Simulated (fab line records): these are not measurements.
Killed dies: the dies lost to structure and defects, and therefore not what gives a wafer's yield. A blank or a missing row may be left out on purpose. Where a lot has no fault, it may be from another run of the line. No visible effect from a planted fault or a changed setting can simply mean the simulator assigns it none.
Problem report in the 8D (eight disciplines) form, filled by code | flow nandHarc | the parts of the form that need people (team, actions taken, sign-off) are left out

## 1. PROBLEM STATEMENT
At NHARC_END_SORT_01, killedAtPeriphery averages 648.8 over 4 wafers from 2 lots, while fault-free wafers read 3.0, standard deviation 2.4. That is +99 or more standard deviations from the usual mean.
First observed at day 22 04:11: wafer L162.3, on prober-02. The record has a number at this step for 6 wafers belonging to 2 lots. Rule for "out" (also "out of limits"): further than 4 standard deviations from the usual mean. Any other wafer with a number is counted as sound.

## 2. WHAT IT IS, WHAT IT ISN'T
question                    | is                                                                                                          | is not
which readings at this step | killedAtPeriphery, defectLimitedYield, killedDies, sort_bin_2_pct, sortNPass, sortRimYieldPct, sortYieldPct | killedAtArray, killedAtOther, killedOpen, killedShort, sort_bin_3_pct, sort_bin_4_pct
which lots                  | L160, L162                                                                                                  | -
which wafers of those lots  | L160.3, L160.5, L162.3, L162.5                                                                              | L160.4, L162.2
read on which gauges        | prober-02                                                                                                   | -
when                        | from day 22 04:11                                                                                           | up to then (1 sound wafer); but 1 sound wafer of L160 came after

## 3. WHAT RULES OUT EACH SUSPECT
Counting: a tool at a process step up to the reading stays a suspect if it ran every lot that is out. Sound lots after the first of them don't rule it out here, since some wafers of a struck lot are sound.
- the gauge at NHARC_END_SORT_01: kept. All the wafers that are out were read on prober-02, and no step on other tools shows them out.
- pvdSputter-03 at NHARC_P_M0_PVD_21 (deposits Cu, target thk 30 nm, time 20.49 s): kept. It ran every lot that is out, first L162 (day 9 04:01).
What counting leaves: pvdSputter-03 at NHARC_P_M0_PVD_21 and prober-02 at NHARC_END_SORT_01.

## 4. THE CAUSE (what the simulator had put in)
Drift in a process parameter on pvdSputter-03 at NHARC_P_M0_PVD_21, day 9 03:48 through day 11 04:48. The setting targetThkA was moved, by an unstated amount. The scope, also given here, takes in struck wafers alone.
Of the 2 suspects that counting leaves, this tool is one.

## 5. SEQUENCE OF EFFECTS, ordered by route
Each row: a reading where the mean over the struck wafers with a number is more than 3 standard deviations away from the usual. Scope: only readings with a usual standard deviation given in the record; hours: median across lots of the time from each lot's start at the first step in this table that gives one to its start at this step; sigmas: change in usual standard deviations.
hours | step              | reading            | usual  | on struck wafers | change | sigmas
0     | NHARC_END_SORT_01 | defectLimitedYield | 95.4 % | 0.0              | -95.4  | -56
0     | NHARC_END_SORT_01 | killedAtPeriphery  | 3.0    | 648.8            | +645.8 | +99 or more
0     | NHARC_END_SORT_01 | killedDies         | 31     | 677              | +646   | +54
0     | NHARC_END_SORT_01 | sort_bin_2_pct     | 1.5 %  | 97.3             | +95.8  | +99 or more
0     | NHARC_END_SORT_01 | sortNPass          | 646    | 0                | -646   | -54
0     | NHARC_END_SORT_01 | sortRimYieldPct    | 94 %   | 0                | -94    | -28
0     | NHARC_END_SORT_01 | sortYieldPct       | 95.4 % | 0.0              | -95.4  | -56

## 6. HOW IT WOULD HAVE BEEN CAUGHT EARLIER
Counted from the fault's start at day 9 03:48, it took 312 hours until the first out-of-limits reading at a measuring or inspecting step in this record, taken at day 22 04:11.
An alarm limit of 4 standard deviations would not have fired on the tool readings at NHARC_P_M0_PVD_21 for which the record gives a usual standard deviation, since none of them was out on any struck wafer.
All the lots that are out (2) had begun NHARC_P_M0_PVD_21 on pvdSputter-03 by day 22 04:11. Holding the tool at that point would not have protected any of them.
